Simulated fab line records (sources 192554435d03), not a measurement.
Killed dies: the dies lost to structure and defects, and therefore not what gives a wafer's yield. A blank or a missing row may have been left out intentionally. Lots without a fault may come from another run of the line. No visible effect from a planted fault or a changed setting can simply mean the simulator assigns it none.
Struck lot and sound lot, side by side :: flow n5_finfet :: 34 steps out of a route of 1938
Sound: the wafers L831.1, L831.2, L831.4. Struck: wafer L827.1. (L827.3, L827.4 of the same lot were not struck and are left out.) The cause comes at the end.
Per side, at each step with rows, come the tool, then ch with its chambers, and then its first start. Under that, the readings that differ: sound wafers :: struck wafers :: difference of the means :: sigmas: that difference in standard deviations of wafers without a fault.
alike: same words and numbers on both sides, and readings whose means sit less than 2 such deviations apart. not compared: any withheld reading, any reading some wafer has no value for, any bound like >300 that may hide the same value, and any number with overlapping values for which the record gives no deviation.
The two part at a step that has a row with sigmas, a row that says differs or no value, or rows on one side only. When numbers do not overlap yet have no deviation, they are printed without sigmas and do not part them. Lack of a reading on every wafer of one side parts them only where that side has two or more wafers.

first, 12 steps without rows for these wafers: N5_BEOL_M2_ANNEAL_87 (time 240 s); N5_BEOL_M2_SPUTTER_88 (material Cu, target thk 4.5 nm, time 8.29 s); N5_BEOL_M2_ANNEAL_89 (time 240 s); N5_BEOL_M2_SPUTTER_90 (material Cu, target thk 4.5 nm, time 8.29 s); N5_BEOL_M2_ANNEAL_91 (time 240 s); N5_BEOL_M2_SPUTTER_92 (material Cu, target thk 4.5 nm, time 8.29 s); N5_BEOL_M2_ANNEAL_93 (time 240 s); N5_BEOL_M2_SPUTTER_94 (material Cu, target thk 4.5 nm, time 8.29 s); N5_BEOL_M2_ANNEAL_95 (time 240 s); N5_BEOL_M2_SPUTTER_96 (material Cu, target thk 4.5 nm, time 8.29 s); N5_BEOL_M2_ECD_50 (material Cu, target thk 300 nm); N5_BEOL_M2_ANNEAL_51 (time 90 s).
N5_BEOL_M2_CMP_52: polishes, stops on SiOC, t overpolish 6.8 s, target thk 40 nm.
  sound on cmp-02 ch 0,1,2, day 11 22:10; struck on cmp-03 ch 2, day 10 16:56
  alike: barrier_field_endpoint_s, edge_zone_pressure_frac, motor_current_A, overpolish_run_s, retaining_ring_pressure_frac, time_to_endpoint_s
then, 4 steps without rows for these wafers: N5_BEOL_M2_PRE_CLEAN_60 (time 15 s); N5_BEOL_M2_CO_CAP_55 (material Co, precursor CCTBA/H2, target thk 2 nm, time 102.1 s); N5_BEOL_M2_PRE_CLEAN_56 (time 15 s); N5_BEOL_M2_DEP_57 (deposits SiCN from 3MS/NH3, target thk 8 nm, time 14 s).
N5_BEOL_M2_INSPECT_59: inspects for defects (darkfield).
  struck on defect_inspect-01, day 10 17:29; sound on defect_inspect-01, day 11 22:44
reading: raw_defect_count
sound: 49 41 38
struck: 1238
difference: +1195
sigmas: +50
then, 12 steps without rows for these wafers: N5_BEOL_M3_ILD_DEP_00 (deposits SiOC from DEMS/O2, target thk 79 nm, time 15.3 s); N5_BEOL_M3_PECVD_72 (deposits SiO2 from TEOS/O2, target thk 16 nm, time 18 s); N5_BEOL_M3_HM_DEP_02 (deposits TiN, target thk 20 nm); N5_BEOL_M3_COAT_61 (time 60 s, resist thk 60 nm); N5_BEOL_M3_COAT_62 (time 60 s, resist thk 12 nm); N5_BEOL_M3_COAT_73 (time 60 s, resist thk 5 nm); N5_BEOL_M3_COAT_05 (resist thk 30 nm); N5_BEOL_M3_EBR_07; N5_BEOL_M3_SOFTBAKE_06 (time 60 s); N5_BEOL_M3_EXPOSE_08 (exposes mask M3); N5_BEOL_M3_PEB_09 (peb time 60 s); N5_BEOL_M3_DEVELOP_10 (develop time 30 s).
N5_BEOL_M3_INSPECT_13: inspects for defects (brightfield).
  struck on defect_inspect-01, day 10 21:23; sound on defect_inspect-02, day 12 00:09
reading: raw_defect_count
sound: 350 435 459
struck: 1587
difference: +1172
sigmas: +13
then, 1 step without rows for these wafers: N5_BEOL_M3_DESCUM_16 (chemistry O2, time 7 s).
N5_BEOL_M4_RC_MEAS_101:
  sound on prober-01 ch 0, day 12 16:09; struck on prober-01 ch 0, day 11 17:55
  alike: DIBL_N, DIBL_P, IOFF_N, IOFF_P, ION_N, ION_P, SS_N, SS_P, VT_N, VT_P
-- a jump in the record: the struck wafers' starts before and after are 4 days apart (it breaks off in module BEOL_M4 and resumes in module PASSIVATION, where the first step shown is number 1936 of the route) --
N5_PASSIVATION_PROBE_49:
  struck on prober-02, day 15 22:05; sound on prober-02, day 17 00:43
reading: defect_limited_yield (%)
sound: 90.2 90.8 90.2
struck: 32.2
difference: -58.2
sigmas: -42

reading: killed_at_M0_to_M3
sound: 39 30 58
struck: 746
difference: +704
sigmas: +79

reading: killed_dies
sound: 116 109 116
struck: 800
difference: +686
sigmas: +43

reading: killed_on_rim
sound: 13 18 13
struck: 104
difference: +89
sigmas: +21

reading: killed_open
sound: 80 72 77
struck: 53
difference: -23
sigmas: -2

reading: sort_bin_5_function (%)
sound: 5.0 5.3 5.9
struck: 46.9
difference: +41.5
sigmas: +47

reading: sort_bin_6_memory (%)
sound: 4.3 3.4 3.6
struck: 16.3
difference: +12.5
sigmas: +21

reading: sort_n_pass
sound: 1064 1071 1064
struck: 380
difference: -686
sigmas: -43

reading: sort_yield_pct (%)
sound: 90.2 90.8 90.2
struck: 32.2
difference: -58.2
sigmas: -42
  alike: killed_at_M4_up, killed_at_contacts, killed_at_front_end, killed_at_other, killed_short

WHERE THEY PART
Earliest at N5_BEOL_M2_INSPECT_59; latest, in this record, at N5_PASSIVATION_PROBE_49.

WHY: the cause the simulator had injected
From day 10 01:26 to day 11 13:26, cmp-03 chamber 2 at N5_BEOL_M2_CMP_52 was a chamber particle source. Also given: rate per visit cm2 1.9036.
